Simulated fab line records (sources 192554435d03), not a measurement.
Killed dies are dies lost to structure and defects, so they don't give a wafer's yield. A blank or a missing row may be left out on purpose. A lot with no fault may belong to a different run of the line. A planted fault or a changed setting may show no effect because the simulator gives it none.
Chamber matching	flow n5_finfet	4 sister chambers for N5_BEOL_M5_STRIP_19 on rie_diel-06
The step strips in O2. 14 wafers are shown with their chamber, then 7 later ones without.

WAFERS, EACH WITH ITS CHAMBER
wafer	chamber	drypump_motor_current_A (A)	throttle_valve_pct (%)	showerhead_plenum_p_Torr (Torr)
L074.3	3	6.3	16.60	2.12
L074.4	2	6.3	16.71	2.10
L074.5	3	6.3	16.61	2.12
L075.2	0	4.9	17.33	1.99
L075.5	2	6.4	16.71	2.10
L075.6	1	5.8	16.52	2.13
L082.2	3	6.3	16.64	2.11
L082.3	3	6.3	16.64	2.11
L082.6	3	6.3	16.63	2.11
L081.1	3	6.3	16.65	2.11
L081.5	3	6.3	16.64	2.11
L081.6	2	6.3	16.72	2.10
L084.1	1	5.8	16.57	2.12
L084.3	3	6.3	16.65	2.11

SIGNATURES (means of the wafers above)
reading	chamber 0	chamber 1	chamber 2	chamber 3	scatter within a chamber
drypump_motor_current_A	4.900	5.800	6.333	6.300	0.0258
throttle_valve_pct	17.3300	16.5450	16.7133	16.6325	0.0191
showerhead_plenum_p_Torr	1.9900	2.1250	2.1000	2.1125	0.00447
Rule: distance of a wafer from a chamber = root of the sum over the readings of ((wafer's reading minus chamber's mean) / reading's scatter) squared. The wafer belongs to the nearest chamber; if the next one is less than 2 further off, it can't be placed. The scatter: take each reading less its chamber's mean, square it, sum over the shown wafers, divide by the number of wafers less the number of chambers, and take the root.

WAFERS WITHOUT THEIR CHAMBER
wafer	drypump_motor_current_A (A)	throttle_valve_pct (%)	showerhead_plenum_p_Torr (Torr)
L084.4	6.3	16.74	2.09
L086.1	4.9	16.84	2.25
L086.3	5.9	16.59	2.12
L086.5	6.3	16.75	2.09
L094.2	6.3	16.69	2.10
L094.3	6.3	16.79	2.09
L094.5	6.3	16.68	2.10

WHICH CHAMBER EACH WENT THROUGH
wafer	from the rows above	in truth
L084.4	2	2
L086.1	1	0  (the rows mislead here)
L086.3	1	1
L086.5	2	2
L094.2	2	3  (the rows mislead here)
L094.3	2	2
L094.5	can't be placed: 2 or 3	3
Placed correctly: 4 of 7. Unplaceable from these rows: 1, with the true chamber sitting among the candidates in 1. Wrongly placed: 2.
